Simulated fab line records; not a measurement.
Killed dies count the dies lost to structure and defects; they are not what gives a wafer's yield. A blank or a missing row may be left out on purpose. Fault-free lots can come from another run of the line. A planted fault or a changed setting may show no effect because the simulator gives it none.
A lot that was struck, set against a sound lot | flow nandHarc | 15 out of 1302 route steps
Sound: wafers L920.1, L920.4, L920.5. Struck: wafer L930.4 (left out: L930.1, L930.2 of the same lot, which were not struck); the cause appears at the end.
Order at every step that has rows: each side's tool, ch and its chambers, its first start. Under that, the readings that differ: sound wafers | struck wafers | difference of the means | sigmas: that difference in standard deviations of wafers without a fault.
alike: words and numbers the same on both sides, and readings whose means are apart by under 2 such deviations; not compared: readings that were withheld, readings missing a value for some wafer, numbers with overlapping values and no deviation given by the record, and bounds like >300 which may hide the same value.
A row with sigmas, a row that says differs or no value, or rows on one side alone: a step with any of these is where the two part. When numbers do not overlap yet have no deviation, they are printed without sigmas and do not part them. A reading that every wafer of one side lacks parts them only if that side has two wafers or more.

first, 3 steps without rows for these wafers: NHARC_A_CHANNEL_HOLE_D1_STRIP_41 (strips in N2/H2); NHARC_A_CHANNEL_HOLE_D1_STRIP_42 (strips in CF4/CHF3); NHARC_A_CHANNEL_HOLE_D1_STRIP_43 (strips in O2/COS).
NHARC_A_CHANNEL_HOLE_D1_ETCH_44: etches the open film in CF4/O2, target depth 140 nm, overetch 14 nm, time 77 s.
  sound on rieDiel-06 ch 0,3, day 8 21:33; struck on rieDiel-06 ch 1, day 12 14:49
reading                  | sound       | struck | difference | sigmas
drypumpMotorCurrentA (A) | 6.5 6.0 6.5 | 5.6    | -0.7       | -2
  alike: oes_ar_750_au, oesProductAu, rfVppV, showerheadPlenumPTorr, throttleValvePct
  not compared: rfHoursCounterH
NHARC_A_CHANNEL_HOLE_D1_STRIP_27: strips in O2.
  sound on rieDiel-06 ch 0,1,3; struck on rieDiel-06 ch 2
  alike: drypumpMotorCurrentA, oesProductAu, rfVppV, showerheadPlenumPTorr, throttleValvePct
  not compared: rfHoursCounterH
then, 2 steps without rows for these wafers: NHARC_A_CHANNEL_HOLE_D1_PRECLEAN_28 (cleans in SC1); NHARC_A_CHANNEL_HOLE_D1_SRD_29.
NHARC_A_CHANNEL_HOLE_D1_CD_MEAS_30:
  struck on cdSem-02, day 12 15:36; sound on cdSem-02, day 8 22:29
  alike: cdNm
NHARC_A_CHANNEL_HOLE_D1_XSEM_31:
  sound on xsem-01 ch 0, day 8 22:34; struck on xsem-02 ch 0, day 12 15:41
reading    | sound       | struck | difference | sigmas
bowNm (nm) | 8.6 8.5 8.7 | 9.3    | +0.7       | +2
  alike: botCdNm, tiltDeg
NHARC_A_CHANNEL_HOLE_D1_INSPECT_40:
  struck on defectInspect-02, day 12 15:47; sound on defectInspect-02, day 8 22:40
  alike: rawDefectCount
then, 2 steps without rows for these wafers: NHARC_A_CHANNEL_FILL_D1_PRECLEAN_00 (cleans in SC1); NHARC_A_CHANNEL_FILL_D1_SRD_01.
NHARC_A_CHANNEL_FILL_D1_ALD_02: deposits SiO2, target thk 6 nm, pulse time 10 s, ald cycles 60.
  sound on aldHk-02 ch 1,2,3, day 8 23:25; struck on aldHk-02 ch 0, day 12 15:59
reading   | sound    | struck | difference | sigmas
aldCycles | 60 60 60 | 65     | +5         | 
  alike: heaterPowerW, precursorPulseHeightRel
NHARC_A_CHANNEL_FILL_D1_ALD_03: deposits SiNx, target thk 6 nm, pulse time 60 s, ald cycles 58.
  sound on aldSinBatch-03 ch 0; struck on aldSinBatch-03 ch 0
  alike: precursorPulseHeightRel
  not compared: aldCycles
after that, 1 step had no rows for these wafers: NHARC_END_SORT_01.

WHERE THEY PART
At NHARC_A_CHANNEL_HOLE_D1_ETCH_44 first; at NHARC_A_CHANNEL_HOLE_D1_XSEM_31 last (within this record only). Later steps at which nothing parts them and some readings are alike: NHARC_A_CHANNEL_HOLE_D1_INSPECT_40, NHARC_A_CHANNEL_FILL_D1_ALD_02, NHARC_A_CHANNEL_FILL_D1_ALD_03.

WHY: whatever the simulator had introduced
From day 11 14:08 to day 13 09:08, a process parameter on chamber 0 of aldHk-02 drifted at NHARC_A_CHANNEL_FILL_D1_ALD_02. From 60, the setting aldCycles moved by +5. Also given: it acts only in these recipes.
